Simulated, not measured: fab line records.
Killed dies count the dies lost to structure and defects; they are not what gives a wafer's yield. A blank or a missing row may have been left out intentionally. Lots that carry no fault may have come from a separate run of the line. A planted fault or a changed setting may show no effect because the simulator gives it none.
fab line records | flow n5_finfet
record lots=13 | wafers=39 | last_day=18
route steps=1938 shown BEOL_M1@814 PASS1_CAP@1873 PAD_METAL@1896 PASSIVATION@1936
lots with no fault: from the same line, run without faults
start_h: the number of hours between the record's first day and the start of the first shown wafer of the lot | wait_h: hours elapsed since this lot's preceding step | " unchanged from the row above | L1.1+2: one row covering several wafers at once | - no value, or no start given | * or withheld: withheld | < > ~ a bound
route shown NAME@n: names a module that has steps shown in the file, with the first one's number in the route | usual: mean and standard deviation over wafers with no fault | same: alike in all rows | chamber/n: place in a boat | sites: per-site readings | _std_site: standard deviation across them | _edge_site: the outer-site mean with the inner-site mean subtracted | radius_mm: how far each site lies from the wafer's centre | mask NAME#n: copy n | behind: tool/chamber where the wafer was last shaped | hold: why the lot was held/for how many hours/how that ended | device: the transistor (n, p or np) that didn't switch | end of line: tests run on the same wafers once the route is complete | step lacking rows: just its recipe | killed: dies lost to structure and defects at the first sort, not the wafer's yield | map: shows each die of a wafer: x if killed, . if not, _ if none is there
set.NAME: the setting the step ran with; set.NAME@STEP: the setting that earlier step ran with | model.NAME: the simulator's own value behind a step, which no gauge read
steps of the route over a sample of lots; a table a step, a row a wafer
services: a tool's chamber out of use, with start hour (start_h, from the record's first day; less than 0 if before it), hours out, and reason
## steps
# step N5_BEOL_M1_SPUTTER_48
# recipe material=Cu | target_thk_a=45 | temp_c=-20 | chamber_pressure_pa=0.07 | power_w=withheld | time_s=8.29
# usual throttle_valve_pct=30.3/1.2
lot.wafer | tool           | chamber | start_h | wait_h | throttle_valve_pct
L166.2    | pvd_sputter-03 | -       | 130.10  | 0.1    | 30.2
L166.3    | "              | -       | "       | "      | 30.0
L166.4    | "              | -       | "       | "      | 28.9
L168.1    | pvd_sputter-01 | -       | 134.99  | 1.2    | 29.6
L168.2    | "              | -       | "       | "      | 29.7
L168.5    | "              | -       | "       | "      | 29.8
L169.3    | pvd_sputter-01 | -       | 150.90  | 0.1    | 29.8
L169.4    | "              | -       | "       | "      | 30.5
L169.6    | "              | -       | "       | "      | 30.1
L170.4    | pvd_sputter-02 | -       | 160.21  | 0.0    | 28.0
L170.5    | "              | -       | "       | "      | 28.1
L170.6    | "              | -       | "       | "      | 32.8
L171.2    | pvd_sputter-01 | -       | 162.36  | 0.1    | 29.4
L171.3    | "              | -       | "       | "      | 29.6
L171.6    | "              | -       | "       | "      | 29.7
L172.1    | pvd_sputter-01 | -       | 165.08  | 0.1    | 29.7
L172.3    | "              | -       | "       | "      | 30.4
L172.4    | "              | -       | "       | "      | 30.6
L174.2    | pvd_sputter-01 | -       | 177.80  | 0.2    | 30.8
L174.4    | "              | -       | "       | "      | 29.6
L174.5    | "              | -       | "       | "      | 30.8
L176.1    | pvd_sputter-01 | -       | 183.26  | 0.1    | 29.6
L176.5    | "              | -       | "       | "      | 30.6
L176.6    | "              | -       | "       | "      | 29.6
L179.2    | pvd_sputter-03 | -       | 206.41  | 0.2    | 30.0
L179.3    | "              | -       | "       | "      | 30.6
L179.5    | "              | -       | "       | "      | 31.0
L182.2    | pvd_sputter-02 | -       | 219.15  | 0.1    | 30.5
L182.3    | "              | -       | "       | "      | 33.0
L182.5    | "              | -       | "       | "      | 28.3
L187.2    | pvd_sputter-02 | -       | 255.14  | 0.1    | 30.2
L187.4    | "              | -       | "       | "      | 28.2
L187.6    | "              | -       | "       | "      | 28.0
L188.1    | pvd_sputter-02 | -       | 259.36  | 0.1    | 30.4
L188.2    | "              | -       | "       | "      | 30.1
L188.4    | "              | -       | "       | "      | 33.1
L189.2    | pvd_sputter-03 | -       | 267.42  | 0.4    | 31.0
L189.4    | "              | -       | "       | "      | 30.7
L189.5    | "              | -       | "       | "      | 31.0
# step N5_PASSIVATION_PECVD_55
# recipe material=SiO2 | target_thk_a=4000 | temp_c=400 | precursor=SiH4/N2O | pressure_torr=2.7 | rf_w=608 | time_s=22.5
# usual heater_power_w=666/140 | showerhead_plenum_p_Torr=8.11/0.083 | throttle_valve_pct=51.0/2.2
lot.wafer | tool     | chamber | start_h | wait_h | heater_power_w | showerhead_plenum_p_Torr | throttle_valve_pct
L166.2    | pecvd-01 | 1       | 257.82  | 0.0    | 451            | 7.98                     | 50.5
L166.3    | "        | 0       | "       | "      | 561            | 8.05                     | 54.9
L166.4    | "        | 1       | "       | "      | 495            | 8.00                     | 50.5
L168.1    | pecvd-02 | 1       | 268.11  | 0.0    | 583            | 8.15                     | 52.1
L168.2    | "        | 2       | "       | "      | 844            | 8.18                     | 50.6
L168.5    | "        | 2       | "       | "      | 861            | 8.17                     | 51.4
L169.3    | pecvd-01 | 2       | 272.54  | 0.0    | 705            | 8.22                     | 46.1
L169.4    | "        | 0       | "       | "      | 588            | 8.08                     | 54.7
L169.6    | "        | 1       | "       | "      | 415            | 7.99                     | 50.5
L170.4    | pecvd-04 | 1       | 290.48  | 0.0    | 670            | 8.10                     | 49.7
L170.5    | "        | 2       | "       | "      | 876            | 8.01                     | 50.2
L170.6    | "        | 0       | "       | "      | 688            | 8.22                     | 52.3
L171.2    | pecvd-01 | 2       | 290.57  | 0.0    | 568            | 8.23                     | 46.2
L171.3    | "        | 1       | "       | "      | 486            | 7.99                     | 50.4
L171.6    | "        | 1       | "       | "      | 509            | 7.99                     | 50.3
L172.1    | pecvd-02 | 1       | 302.45  | 0.0    | 563            | 8.15                     | 52.0
L172.3    | "        | 2       | "       | "      | 727            | 8.19                     | 51.0
L172.4    | "        | 1       | "       | "      | 591            | 8.14                     | 52.0
L174.2    | pecvd-02 | 2       | 304.04  | 0.0    | 888            | 8.18                     | 51.3
L174.4    | "        | 1       | "       | "      | 596            | 8.13                     | 52.5
L174.5    | "        | 2       | "       | "      | 704            | 8.18                     | 50.9
L176.1    | pecvd-01 | 1       | 312.81  | 0.0    | 447            | 7.99                     | 50.2
L176.5    | "        | 2       | "       | "      | 625            | 8.20                     | 46.1
L176.6    | "        | 0       | "       | "      | 610            | 8.05                     | 54.8
L179.2    | pecvd-02 | 2       | 362.46  | 0.0    | 856            | 8.19                     | 51.6
L179.3    | "        | 2       | "       | "      | 909            | 8.17                     | 51.7
L179.5    | "        | 2       | "       | "      | 913            | 8.18                     | 51.5
L182.2    | pecvd-01 | 2       | 362.87  | 0.0    | 657            | 8.22                     | 46.3
L182.3    | "        | 2       | "       | "      | 670            | 8.22                     | 46.6
L182.5    | "        | 1       | "       | "      | 489            | 8.00                     | 50.2
L188.1    | pecvd-04 | 0       | 410.58  | 0.0    | 669            | 8.19                     | 52.6
L188.2    | "        | 2       | "       | "      | 889            | 7.99                     | 50.6
L188.4    | "        | 1       | "       | "      | 829            | 8.11                     | 49.5
L187.2    | pecvd-04 | 2       | 414.73  | 0.0    | 808            | 8.01                     | 50.9
L187.4    | "        | 2       | "       | "      | 823            | 7.99                     | 50.9
L187.6    | "        | 1       | "       | "      | 804            | 8.08                     | 49.6
L189.2    | pecvd-01 | 2       | 422.72  | 0.0    | 710            | 8.24                     | 46.5
L189.4    | "        | 1       | "       | "      | 437            | 7.98                     | 47.1
L189.5    | "        | 2       | "       | "      | 601            | 8.23                     | 46.5
# step N5_PASSIVATION_AL_DEP_21
# recipe material=Al | target_thk_a=28000 | temp_c=400 | time_s=170 | power_w=30000 | chamber_pressure_pa=0.4 | gas=Ar
# usual throttle_valve_pct=30.3/1.1
lot.wafer | tool           | chamber | start_h | wait_h | throttle_valve_pct
L166.2    | pvd_sputter-01 | -       | 262.17  | 0.1    | 29.8
L166.3    | "              | -       | "       | "      | 30.6
L166.4    | "              | -       | "       | "      | 29.7
L168.1    | pvd_sputter-02 | -       | 271.36  | 0.1    | 28.0
L168.2    | "              | -       | "       | "      | 33.0
L168.5    | "              | -       | "       | "      | 30.6
L169.3    | pvd_sputter-03 | -       | 276.41  | 0.1    | 28.8
L169.4    | "              | -       | "       | "      | 30.5
L169.6    | "              | -       | "       | "      | 30.0
L170.4    | pvd_sputter-03 | -       | 292.45  | 0.1    | 29.1
L170.5    | "              | -       | "       | "      | 30.4
L170.6    | "              | -       | "       | "      | 28.9
L171.2    | pvd_sputter-02 | -       | 296.33  | 0.1    | 28.0
L171.3    | "              | -       | "       | "      | 33.0
L171.6    | "              | -       | "       | "      | 32.8
L172.1    | pvd_sputter-02 | -       | 305.34  | 0.1    | 32.9
L172.3    | "              | -       | "       | "      | 29.9
L172.4    | "              | -       | "       | "      | 28.2
L174.2    | pvd_sputter-01 | -       | 305.82  | 0.1    | 29.5
L174.4    | "              | -       | "       | "      | 29.8
L174.5    | "              | -       | "       | "      | 30.6
L176.1    | pvd_sputter-02 | -       | 316.15  | 0.1    | 32.8
L176.5    | "              | -       | "       | "      | 32.9
L176.6    | "              | -       | "       | "      | 30.4
L179.2    | pvd_sputter-01 | -       | 364.41  | 0.1    | 29.5
L179.3    | "              | -       | "       | "      | 30.5
L179.5    | "              | -       | "       | "      | 30.5
L182.2    | pvd_sputter-03 | -       | 365.48  | 0.1    | 30.0
L182.3    | "              | -       | "       | "      | 31.1
L182.5    | "              | -       | "       | "      | 28.8
L188.1    | pvd_sputter-01 | -       | 412.15  | 0.1    | 30.0
L188.2    | "              | -       | "       | "      | 30.7
L188.4    | "              | -       | "       | "      | 29.7
L187.2    | pvd_sputter-03 | -       | 416.04  | 0.1    | 28.9
L187.4    | "              | -       | "       | "      | 31.1
L187.6    | "              | -       | "       | "      | 30.0
L189.2    | pvd_sputter-02 | -       | 425.48  | 0.1    | 28.0
L189.4    | "              | -       | "       | "      | 30.0
L189.5    | "              | -       | "       | "      | 30.7
# step N5_PASSIVATION_PROBE_49
# usual defect_limited_yield=91.4/1.6 | killed_at_M0_to_M3=34/12 | killed_at_M4_up=13/5.2 | killed_at_contacts=11/5.5 | killed_at_front_end=40/13 | killed_at_other=3.4/2.7 | killed_dies=102/19 | killed_on_rim=13/4.3 | killed_open=66/15 | killed_short=33/7.9 | sort_bin_5_function=5.1/1.1 | sort_bin_6_memory=3.2/0.7 | sort_n_pass=1078/19 | sort_yield_pct=91.4/1.6
# same gross_dies=1180 | killed_at_back_side=0 | sort_bin_4_leakage[%]=0 | sort_bin_8_speed[%]=0
lot.wafer | tool      | chamber | start_h | wait_h | defect_limited_yield[%] | killed_at_M0_to_M3 | killed_at_M4_up | killed_at_contacts | killed_at_front_end | killed_at_other | killed_dies | killed_on_rim | killed_open | killed_short | sort_bin_5_function[%] | sort_bin_6_memory[%] | sort_n_pass | sort_yield_pct[%]
L174.2    | prober-02 | -       | 311.26  | 0.1    | 91.6                    | 27                 | 29              | 7                  | 32                  | 4               | 99          | 16            | 65          | 26           | 4.9                    | 2.8                  | 1081        | 91.6
L174.4    | prober-02 | -       | 311.36  | 0.2    | 90.5                    | 51                 | 14              | 10                 | 28                  | 9               | 112         | 22            | 66          | 43           | 4.7                    | 4.5                  | 1068        | 90.5
L174.5    | prober-02 | -       | 311.41  | 0.2    | 84.5                    | 120                | 19              | 13                 | 27                  | 4               | 183         | 31            | 55          | 26           | 8.9                    | 3.1                  | 997         | 84.5
L176.1    | prober-02 | -       | 321.67  | 0.0    | 91.8                    | 36                 | 13              | 5                  | 36                  | 7               | 97          | 10            | 60          | 32           | 5.3                    | 2.7                  | 1083        | 91.8
L176.5    | prober-02 | -       | 321.87  | 0.2    | 86.2                    | 127                | 6               | 9                  | 17                  | 4               | 163         | 22            | 50          | 19           | 7.6                    | 3.3                  | 1017        | 86.2
L176.6    | prober-02 | -       | 321.92  | 0.3    | 89.8                    | 44                 | 10              | 13                 | 47                  | 6               | 120         | 19            | 76          | 44           | 6.4                    | 3.6                  | 1060        | 89.8
L179.2    | prober-01 | -       | 370.00  | 0.2    | 91.3                    | 39                 | 8               | 6                  | 47                  | 3               | 103         | 6             | 66          | 37           | 5.0                    | 3.3                  | 1077        | 91.3
L179.3    | prober-01 | -       | 370.05  | 0.3    | 92.8                    | 40                 | 14              | 8                  | 18                  | 5               | 85          | 8             | 57          | 27           | 4.2                    | 2.8                  | 1095        | 92.8
L179.5    | prober-01 | -       | 370.15  | 0.4    | 91.6                    | 31                 | 13              | 9                  | 44                  | 2               | 99          | 13            | 57          | 42           | 4.6                    | 3.4                  | 1081        | 91.6
# killed by level:class
L174.2 BEOL_M4:geometric_particle:open=10 BEOL_M0_SAQP:geometric_particle:open=9 FIN_SAQP:geometric_particle:open=7 MOL_CONTACT_COAG:geometric_particle:open=6 BEOL_M5:geometric_particle:open=6 BEOL_M0_SAQP:geometric_particle:short=5 BEOL_M0:geometric_particle:open=5 DUMMY_GATE:geometric_particle:open=4
L174.4 BEOL_M0_SAQP:geometric_particle:short=24 BEOL_M0_SAQP:geometric_particle:open=18 MOL_CONTACT_COAG:geometric_particle:open=10 BEOL_M4:geometric_particle:open=7 STI_FIN_REVEAL:geometric_particle:open=5 DUMMY_GATE:geometric_particle:open=5 FIN_SAQP:geometric_particle:open=4 GATE_CUT:geometric_particle:short=3
L174.5 BEOL_M1:unspecified=97 MOL_CONTACT_COAG:geometric_particle:open=10 BEOL_M0_SAQP:geometric_particle:open=8 STI_FIN_REVEAL:geometric_particle:open=7 BEOL_M0_SAQP:geometric_particle:short=7 BEOL_M4:geometric_particle:open=6 STARTING-WAFER:geometric_particle:short=5 DUMMY_GATE:geometric_particle:open=4
L176.1 BEOL_M2:geometric_particle:open=12 FIN_SAQP:geometric_particle:short=6 BEOL_M1:geometric_particle:open=6 STARTING-WAFER:geometric_particle:short=6 FIN_SAQP:geometric_particle:open=5 STI_FIN_REVEAL:geometric_particle:open=5 BEOL_M3:geometric_particle:open=5 MOL_CONTACT_COAG:geometric_particle:open=4
L176.5 BEOL_M1:unspecified=92 BEOL_M0_SAQP:geometric_particle:open=10 BEOL_M0_SAQP:geometric_particle:short=10 BEOL_M1:geometric_particle:open=8 STI_FIN_REVEAL:geometric_particle:open=7 MOL_CONTACT_COAG:geometric_particle:open=7 DUMMY_GATE:geometric_particle:open=4 FIN_SAQP:geometric_particle:open=2
L176.6 BEOL_M0_SAQP:geometric_particle:open=15 BEOL_M0_SAQP:geometric_particle:short=12 FIN_SAQP:geometric_particle:open=11 MOL_CONTACT_COAG:geometric_particle:open=11 FIN_SAQP:geometric_particle:short=7 STI_FIN_REVEAL:geometric_particle:open=7 ILD0:geometric_particle:short=7 BEOL_M2:geometric_particle:open=6
L179.2 STI_FIN_REVEAL:geometric_particle:open=11 BEOL_M1:geometric_particle:open=10 FIN_SAQP:geometric_particle:short=8 BEOL_M0_SAQP:geometric_particle:open=7 FIN_SAQP:geometric_particle:open=6 BEOL_M1:geometric_particle:short=5 BEOL_M3:geometric_particle:short=5 BEOL_M4:geometric_particle:open=5
L179.3 BEOL_M1:geometric_particle:open=16 BEOL_M0_SAQP:geometric_particle:short=7 MOL_CONTACT_COAG:geometric_particle:open=7 BEOL_M4:geometric_particle:open=7 BEOL_M1:geometric_particle:short=6 FIN_SAQP:geometric_particle:open=5 FIN_SAQP:geometric_particle:short=5 BEOL_M3:geometric_particle:open=4
L179.5 FIN_SAQP:geometric_particle:open=11 BEOL_M0_SAQP:geometric_particle:short=8 FIN_SAQP:geometric_particle:short=7 MOL_CONTACT_COAG:geometric_particle:open=7 BEOL_M1:geometric_particle:open=6 STARTING-WAFER:geometric_particle:short=5 ILD0:geometric_particle:short=4 DUMMY_GATE:geometric_particle:short=4
## services
tool           | chamber | start_h | hours | kind
pecvd-04       | -       | 127.70  | 0.8   | pm
pvd_sputter-03 | -       | 134.61  | 4.0   | repair
pecvd-01       | 1       | 135.26  | 5.5   | scheduled_down
pecvd-02       | -       | 137.13  | 1.7   | repair
pecvd-01       | 0       | 146.31  | 2.1   | scheduled_down
pecvd-04       | -       | 200.20  | 0.3   | repair
pecvd-01       | 2       | 234.74  | 4.8   | repair
pecvd-01       | 0       | 247.98  | 5.0   | scheduled_down
pecvd-02       | 0       | 253.33  | 6.3   | repair
pecvd-04       | 0       | 254.36  | 4.9   | repair
pecvd-01       | 2       | 257.52  | 2.1   | scheduled_down
pecvd-01       | -       | 310.45  | 1.7   | repair
pecvd-02       | -       | 316.35  | 6.0   | pm
pvd_sputter-02 | -       | 335.43  | 2.0   | repair
pecvd-02       | 1       | 339.08  | 4.0   | repair
pecvd-01       | 0       | 341.60  | 23.7  | repair
pecvd-01       | 2       | 343.72  | 5.5   | scheduled_down
pecvd-02       | 1       | 355.91  | 9.4   | repair
pecvd-01       | 1       | 383.62  | -     | clean
pecvd-01       | 1       | 383.62  | -     | consumable_replace:showerhead
pecvd-01       | 1       | 383.62  | 29.0  | scheduled_down
pvd_sputter-01 | -       | 386.04  | 5.3   | repair
pecvd-01       | -       | 411.76  | 3.9   | repair
pecvd-01       | 0       | 419.73  | 5.2   | repair
## key
first_sign step=N5_PASSIVATION_PROBE_49 | reading=killed_at_M0_to_M3 | direction=up | sigmas=7.5 | usual=34 | struck=124
effect step=N5_PASSIVATION_PROBE_49 | reading=defect_limited_yield | direction=down | sigmas=3.7 | usual=91.4 | struck=85.3
more_kills_born_at N5_BEOL_M1_SPUTTER_48@pvd_sputter-01=189
met_at N5_BEOL_M1_SPUTTER_48
struck_lots L174,L176
struck_wafers L174.5,L176.5
not_acting_at N5_PASSIVATION_PECVD_55,N5_PASSIVATION_AL_DEP_21
onset_between 165.08 177.80
fault kind=chamber_particle_source | tool=pvd_sputter-01 | chamber=- | onset_h=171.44 | steps=N5_BEOL_M1_SPUTTER_48 | rate_per_visit_cm2=1.7405 | end_h=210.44 | scope=struck_wafers_only
